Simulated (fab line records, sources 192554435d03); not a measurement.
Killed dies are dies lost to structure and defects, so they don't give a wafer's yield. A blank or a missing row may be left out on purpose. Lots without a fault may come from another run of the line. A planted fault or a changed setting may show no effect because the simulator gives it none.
fab line records | flow n5_finfet
record lots=4 wafers=12 last_day=18
route steps=1938 shown BEOL_M1@835 BEOL_M2@841 BEOL_M4@1111 PASSIVATION@1936
lots that met no fault: from a run of the same line without faults
start_h: hours from the record's first day to the start of the lot's first wafer shown | wait_h: hours since the lot's step before | " the same as in the row above | L1.1+2: a row that stands for several wafers | - no value, or no start given | * or withheld: withheld | < > ~ a bound
route shown NAME@n: a module of which the file shows steps, and the number in the route of the first | usual: mean/standard deviation of fault-free wafers | same: alike in all rows | chamber/n: place in a boat | sites: the reading at each site | _std_site: their standard deviation | _edge_site: outer sites' mean less inner sites' | radius_mm: how far each site lies from the wafer's centre | mask NAME#n: copy n | behind: the tool/chamber that last shaped the wafer | hold: why the lot was held/for how many hours/how that ended | device: the transistor (n, p or np) that didn't switch | end of line: the same wafers' tests at the end of the route | a step without rows: its recipe alone | killed: dies lost to structure and defects at the first sort, not the wafer's yield | map: a wafer's dies, x killed, . not, _ none there
set.NAME: the setting as run; set.NAME@STEP: as run at that earlier step | model.NAME: the simulator's own value behind a step, which no gauge read
lots at some steps of the route; a table a step, a row a wafer
## steps
# step N5_BEOL_M1_PRE_CLEAN_60
# recipe gas=NH3/H2 time_s=15 temp_c=* rf_power_w=300
# step N5_BEOL_M1_CO_CAP_55
# recipe material=Co target_thk_a=20 temp_c=200 precursor=CCTBA/H2 pressure_torr=30 time_s=102.1
# step N5_BEOL_M1_PRE_CLEAN_56
# recipe gas=NH3 time_s=15 temp_c=withheld rf_power_w=300
# step N5_BEOL_M1_DEP_57
# recipe material=SiCN target_thk_a=80 temp_c=withheld precursor=3MS/NH3 pressure_torr=3 rf_w=202 time_s=14
# step N5_BEOL_M2_ILD_DEP_00
# recipe material=SiOC target_thk_a=790 temp_c=350 precursor=DEMS/O2 pressure_torr=5 rf_w=500 time_s=15.3
# step N5_BEOL_M2_PECVD_72
# recipe material=SiO2 target_thk_a=160 temp_c=400 precursor=TEOS/O2 pressure_torr=5.5 rf_w=450 teos_flow_sccm=53.8 gas=O2 flow_sccm=3000 time_s=18
# step N5_BEOL_M2_HM_DEP_02
# recipe material=TiN target_thk_a=200 temp_c=25 chamber_pressure_pa=0.49996
# step N5_BEOL_M2_COAT_61
# recipe resist=SOC temp_c=250 time_s=60 spin_rpm=1500 resist_thk_nm=60
# step N5_BEOL_M2_COAT_62
# recipe resist=SiARC temp_c=220 time_s=60 spin_rpm=1500 resist_thk_nm=12
# usual plate_temp_C=219.98/0.14 spin_speed_rpm=1500.0/1.1
# same time_s=60
# columns lot.wafer tool chamber start_h wait_h plate_temp_C spin_speed_rpm model.SiARC_of_BEOL_M2_COAT_62.thk_nm
L796.1 litho_track-04 0 136.46 - 219.89 1499.7 12
L796.3 " 0 " " 220.09 1499.8 12
L796.4 " 0 " " 220.11 1500.1 12
L802.2 litho_track-04 0 175.37 - 219.83 1807.3 11
L802.5 " 0 " " 219.76 1807.8 11
L802.6 " 0 " " 219.83 1806.9 11
L803.1 litho_track-04 0 178.58 - 220.12 1807.9 11
L803.3 " 0 " " 219.92 1809.7 11
L803.4 " 0 " " 219.86 1808.6 11
L819.1 litho_track-05 0 277.25 - 219.96 1502.0 12
L819.2 " 0 " " 219.97 1500.8 12
L819.3 " 0 " " 219.84 1500.5 12
# step N5_BEOL_M2_COAT_73
# recipe resist=underlayer temp_c=205 time_s=60 spin_rpm=1500 resist_thk_nm=5
# step N5_BEOL_M2_COAT_05
# recipe resist=CAR-EUV spin_rpm=1500 resist_thk_nm=30
# step N5_BEOL_M2_EBR_07
# recipe solvent=PGMEA ebr_width_mm=1.5
# step N5_BEOL_M2_SOFTBAKE_06
# recipe temp_c=110 time_s=60 resist=CAR-EUV
# step N5_BEOL_M2_EXPOSE_08
# recipe mask_id=M2 na=0.33 source_shape=dipole sigma_inner=0.369 sigma_outer=0.767 polarization=unpolarized dose_mj=41.25
# step N5_BEOL_M2_PEB_09
# recipe peb_temp_c=100 peb_time_s=60 resist=CAR-EUV
# step N5_BEOL_M2_DEVELOP_10
# recipe develop_time_s=30 developer=TMAH resist=CAR-EUV rinse_liquid=surfactant_rinse dry=air_spin dev_temp_c=23
# step N5_BEOL_M2_DESCUM_16
# recipe chemistry=O2 time_s=7 source_power_w=50 bias_power_w=20 pressure_mtorr=20 rf_frequency_hz=2.712e+07 temp_c=40 resist=CAR-EUV o2_flow_sccm=225
# step N5_BEOL_M2_ETCH_74
# recipe chemistry=N2/H2 target=underlayer target_depth_a=65 mask_material=CAR-EUV time_s=5.2 ion_energy_ev=200 pressure_mtorr=30 source_w=840 bias_w=150 n2_flow_sccm=200 h2_flow_sccm=200 ends=cleared
# step N5_BEOL_M2_ETCH_63
# recipe chemistry=CF4 target=SiARC target_depth_a=156 mask_material=CAR-EUV time_s=26 ion_energy_ev=80 pressure_mtorr=40 source_w=545 bias_w=36 Ar_flow_sccm=100 cf4_flow_sccm=100 ends=cleared
# usual bias_w=36.00/0.11 cf4_flow_sccm=99.98/0.3 drypump_motor_current_A=6.0/0.47 etch_rf_on_time_s=25.8/0.48 mfc_ar_sccm=99.99/0.29 oes_product_au=0.69/0.076 rf_vpp_V=184.8/1.2 showerhead_plenum_p_Torr=2.20/0.074 throttle_valve_pct=15.50/0.17
# columns lot.wafer tool chamber start_h wait_h bias_w cf4_flow_sccm drypump_motor_current_A etch_rf_on_time_s mfc_ar_sccm oes_product_au rf_hours_counter_h rf_vpp_V showerhead_plenum_p_Torr throttle_valve_pct model.etch.depth_nm
L796.1 rie_diel-02 0 137.03 0.0 35.86 99.95 6.2 25.9 99.57 0.62 191 183.5 2.22 15.38 12
L796.3 " 2 " " 36.06 99.90 5.6 25.6 99.60 0.71 71 184.1 2.16 15.46 12.02
L796.4 " 3 " " 35.99 100.05 6.0 25.3 99.96 0.81 19 186.0 2.29 15.62 12.03
L802.2 rie_diel-02 1 176.04 0.0 35.94 100.21 6.5 23.8 99.87 0.79 20 187.5 2.28 15.26 10.96
L802.5 " 1 " " 35.99 99.89 6.5 23.8 99.67 0.79 - 187.5 2.28 15.25 10.95
L802.6 " 0 " " 35.86 100.15 6.2 23.6 99.78 0.61 - 185.2 2.21 15.42 10.96
L803.1 rie_diel-02 0 179.45 0.0 35.99 99.27 6.3 24.0 99.50 0.61 205 185.0 2.21 15.42 11.01
L803.3 " 3 " " 36.11 100.29 6.0 23.5 100.10 0.78 34 186.9 2.28 15.63 10.98
L803.4 " 2 " " 35.86 100.65 5.7 23.4 100.10 0.70 85 185.5 2.15 15.51 10.99
L819.1 rie_diel-02 1 277.69 0.0 35.96 99.71 6.5 25.6 100.18 0.74 53 185.3 2.27 15.31 11.99
L819.2 " 2 " " 35.99 99.87 5.7 25.5 99.64 0.66 119 183.2 2.14 15.57 12.02
L819.3 " 0 " " 36.15 99.81 6.2 26.1 100.11 0.59 237 185.2 2.20 15.46 12
# step N5_BEOL_M2_ETCH_64
# recipe chemistry=N2/H2 target=SOC target_depth_a=750 overetch_a=225 mask_material=SiARC temp_c=40 time_s=121.9 ion_energy_ev=200 pressure_mtorr=30 source_w=840 bias_w=150 n2_flow_sccm=200 h2_flow_sccm=200
# usual bias_w=149.9/0.42 drypump_motor_current_A=6.0/0.48 oes_product_au=0.61/0.065 rf_vpp_V=525.8/2.5 showerhead_plenum_p_Torr=2.61/0.085 throttle_valve_pct=17.70/0.22
# same time_s=121.9
# columns lot.wafer tool chamber start_h wait_h bias_w drypump_motor_current_A oes_product_au rf_hours_counter_h rf_vpp_V showerhead_plenum_p_Torr throttle_valve_pct model.SiARC_of_BEOL_M2_COAT_62.thk_nm
L796.1 rie_diel-02 0 137.05 0.0 150.7 6.3 0.55 191 527.3 2.63 17.47 6.2
L796.3 " 2 " " 149.7 5.7 0.62 71 524.8 2.59 17.94 6.2
L796.4 " 3 " " 150.3 6.0 0.70 19 526.9 2.70 17.65 6.4
L802.2 rie_diel-02 1 176.07 0.0 149.1 6.5 0.70 20 528.1 2.71 17.45 5.4
L802.5 " 1 " " 150.4 6.5 0.70 - 528.3 2.71 17.43 5.2
L802.6 " 0 " " 149.5 6.2 0.54 - 525.6 2.62 17.51 5.2
L803.1 rie_diel-02 0 179.48 0.0 150.0 6.2 0.54 205 526.1 2.62 17.54 5.2
L803.3 " 3 " " 149.6 6.0 0.68 34 527.9 2.69 17.67 5.2
L803.4 " 2 " " 150.5 5.7 0.62 85 524.3 2.58 17.99 5.2
L819.1 rie_diel-02 1 277.72 0.0 150.1 6.5 0.66 53 529.1 2.69 17.48 6.2
L819.2 " 2 " " 149.9 5.7 0.59 119 525.1 2.57 18.03 6.2
L819.3 " 0 " " 149.9 6.3 0.52 237 525.1 2.61 17.57 6.4
# step N5_BEOL_M2_STRIP_65
# recipe chemistry=N2/H2 temp_c=40 n2_flow_sccm=200 h2_flow_sccm=200 rf_frequency_hz=6e+07
# step N5_BEOL_M2_STRIP_75
# recipe chemistry=N2/H2 temp_c=40 n2_flow_sccm=200 h2_flow_sccm=200 rf_frequency_hz=6e+07
# step N5_BEOL_M2_STRIP_66
# recipe chemistry=CF4 resist=SiARC power_w=300 bias_power_w=75 pressure_mtorr=50 cf4_flow_sccm=150 rf_frequency_hz=6e+07
# step N5_BEOL_M2_HM_OPEN_17
# recipe chemistry=Cl2/BCl3 target_depth_a=200 overetch_a=60 target=TiN mask_material=SOC ion_energy_ev=150 pressure_mtorr=10 icp_w=1000 bias_w=126 Cl2_flow_sccm=53.25 bcl3_flow_sccm=21.75 Ar_flow_sccm=25
# step N5_BEOL_M2_STRIP_19
# recipe chemistry=O2 power_w=400 temp_c=40 pressure_mtorr=30 rf_frequency_hz=6e+07 bias_power_w=0 overash_fraction=0.2 o2_flow_sccm=225
# step N5_BEOL_M2_COAT_67
# recipe resist=SOC temp_c=250 time_s=60 spin_rpm=1500 resist_thk_nm=60
# step N5_BEOL_M2_COAT_68
# recipe resist=SiARC temp_c=220 time_s=60 spin_rpm=1500 resist_thk_nm=12
# step N5_BEOL_M2_COAT_76
# recipe resist=underlayer temp_c=205 time_s=60 spin_rpm=1500 resist_thk_nm=5
# step N5_BEOL_M2_COAT_22
# recipe resist=CAR-EUV spin_rpm=1500 resist_thk_nm=30
# step N5_BEOL_M2_EBR_24
# recipe solvent=PGMEA ebr_width_mm=1.5
# step N5_BEOL_M2_SOFTBAKE_23
# recipe temp_c=110 time_s=60 resist=CAR-EUV
# step N5_BEOL_M2_EXPOSE_25
# recipe mask_id=V1 na=0.33 source_shape=quasar sigma_inner=0.2 sigma_outer=0.8 polarization=unpolarized defocus_nm=5 dose_mj=63
# step N5_BEOL_M2_PEB_26
# recipe peb_temp_c=100 peb_time_s=60 resist=CAR-EUV
# step N5_BEOL_M2_DEVELOP_27
# recipe develop_time_s=30 developer=TMAH resist=CAR-EUV rinse_liquid=surfactant_rinse dry=air_spin dev_temp_c=23
# step N5_BEOL_M4_RC_MEAS_101
# usual DIBL_N=36.3/1.8 DIBL_P=36.5/2.1 IOFF_N=0.16/0.031 IOFF_P=0.22/0.038 ION_N=677/12 ION_P=466/7.8 RS_NWELL=1036/6.1 SS_N=71.5/0.61 SS_P=73.2/0.7 VT_N=249/3 VT_P=-248.9/3
# columns lot.wafer tool chamber start_h wait_h DIBL_N[mV/V] DIBL_P[mV/V] IOFF_N[nA/um] IOFF_P[nA/um] ION_N[uA/um] ION_P[uA/um] RS_NWELL[ohm/sq] SS_N[mV/dec] SS_P[mV/dec] VT_N[mV] VT_P[mV]
L796.1 prober-02 0 186.88 0.9 35.9 36.5 0.16 0.23 672 460 1029 70.9 74.1 249 -249.1
L796.3 " 0 " " 38.9 40.9 0.23 0.33 696 483 1025 72.4 74.7 244 -244.1
L796.4 " 0 " " 36.7 37.5 0.17 0.26 692 476 1039 71.4 72.5 248 -247.7
L803.1 prober-02 0 216.87 0.0 37.0 39.4 0.22 0.31 692 484 907 71.1 73.6 242 -241.3
L803.3 " 0 " " 37.5 40.0 0.22 0.31 707 490 915 71.5 73.4 241 -240.8
L803.4 " 0 " " 36.3 38.1 0.19 0.28 680 473 902 71.8 73.4 246 -241.1
L802.2 prober-01 0 229.85 0.2 37.1 36.9 0.16 0.22 669 460 1044 72.0 73.5 251 -249.3
L802.5 " 0 " " 34.6 33.6 0.13 0.17 677 467 1032 71.5 72.5 252 -251.9
L802.6 " 0 " " 38.5 37.9 0.19 0.25 669 463 1044 72.2 73.8 246 -248.2
L819.1 prober-01 0 312.93 0.0 35.7 36.9 0.17 0.24 669 463 1034 72.0 73.1 249 -246.4
L819.2 " 0 " " 36.8 38.0 0.19 0.24 678 459 1039 71.6 73.5 246 -250.0
L819.3 " 0 " " 34.5 36.0 0.16 0.22 679 471 1025 71.5 72.5 246 -245.6
# step N5_PASSIVATION_PROBE_49
# usual defect_limited_yield=91.2/1.5 killed_at_M0_to_M3=33/9.6 killed_at_M4_up=14/5.6 killed_at_contacts=14/5.5 killed_at_front_end=40/13 killed_at_other=4/3 killed_dies=104/17 killed_open=68/13 killed_short=33/7.2 sort_bin_5_function=5.2/0.95 sort_bin_6_memory=3.3/0.62 sort_bin_8_speed=0.00/0.012 sort_n_pass=1076/17 sort_yield_pct=91.2/1.5
# same gross_dies=1180 killed_at_back_side=0 sort_bin_4_leakage[%]=0
# columns lot.wafer tool chamber start_h wait_h defect_limited_yield[%] killed_at_M0_to_M3 killed_at_M4_up killed_at_contacts killed_at_front_end killed_at_other killed_dies killed_open killed_short sort_bin_5_function[%] sort_bin_6_memory[%] sort_bin_8_speed[%] sort_n_pass sort_yield_pct[%]
L819.1 prober-01 - 429.05 0.0 93.4 29 17 13 18 1 78 55 23 4.0 2.4 0 1102 93.4
L819.2 prober-01 - 429.10 0.1 91.8 40 17 10 27 3 97 63 33 4.6 3.1 0 1083 91.8
L819.3 prober-01 - 429.15 0.1 93.6 37 10 7 17 4 75 43 31 3.2 3.1 0 1105 93.6
# killed by level:class
L819.1 MOL_CONTACT_COAG:geometric_particle:open=13 BEOL_M0_SAQP:geometric_particle:short=7 BEOL_M3:geometric_particle:open=6 SPACER0:geometric_particle:open=5 BEOL_M0_SAQP:geometric_particle:open=5 BEOL_M4:geometric_particle:open=5 FIN_SAQP:geometric_particle:short=4 BEOL_M4:geometric_particle:short=4
L819.2 BEOL_M0_SAQP:geometric_particle:short=14 MOL_CONTACT_COAG:geometric_particle:open=10 BEOL_M0_SAQP:geometric_particle:open=10 BEOL_M3:geometric_particle:open=8 BEOL_M4:geometric_particle:open=7 STARTING-WAFER:geometric_particle:short=7 GATE_CUT:geometric_particle:open=5 BEOL_M5:geometric_particle:open=4
L819.3 BEOL_M0_SAQP:geometric_particle:open=15 BEOL_M0_SAQP:geometric_particle:short=11 MOL_CONTACT_COAG:geometric_particle:open=6 BEOL_M3:geometric_particle:open=5 STARTING-WAFER:geometric_particle:short=5 FIN_SAQP:geometric_particle:short=3 BEOL_M6:geometric_particle:open=3 BEOL_M3:geometric_particle:short=3
## key
first_sign step=N5_BEOL_M2_COAT_62 reading=spin_speed_rpm direction=up sigmas=99+ usual=* struck=*
effect step=N5_BEOL_M2_ETCH_63 reading=etch_rf_on_time_s direction=down sigmas=4.4 usual=* struck=*
effect step=N5_BEOL_M4_RC_MEAS_101 reading=RS_NWELL direction=down sigmas=10 usual=1036 struck=974 wafers_moved=3
model_effect step=N5_BEOL_M2_COAT_62 value=SiARC_of_BEOL_M2_COAT_62.thk_nm without=12 struck=11
model_effect step=N5_BEOL_M2_ETCH_63 value=etch.depth_nm without=12.05 struck=10.97
model_effect step=N5_BEOL_M2_ETCH_64 value=SiARC_of_BEOL_M2_COAT_62.thk_nm without=6.3 struck=5.233
met_at N5_BEOL_M2_COAT_62
struck_wafers L802.2,L802.5,L802.6,L803.1,L803.3,L803.4
rows_end L802.2,L802.5,L802.6,L803.1,L803.3,L803.4
onset_between 136.46 175.37
earlier_fault kind=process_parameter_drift tool=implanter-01 chamber=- onset_h=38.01 steps=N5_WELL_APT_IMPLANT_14 channel=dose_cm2 offset=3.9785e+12 shape=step acts_in=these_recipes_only stated=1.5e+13
fault kind=process_parameter_drift tool=litho_track-04 chamber=- onset_h=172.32 steps=N5_BEOL_M2_COAT_62 channel=spin_rpm offset=* shape=step acts_in=* stated=*
# rows_end: these wafers met a further fault down the route, and their rows from its step on are left out
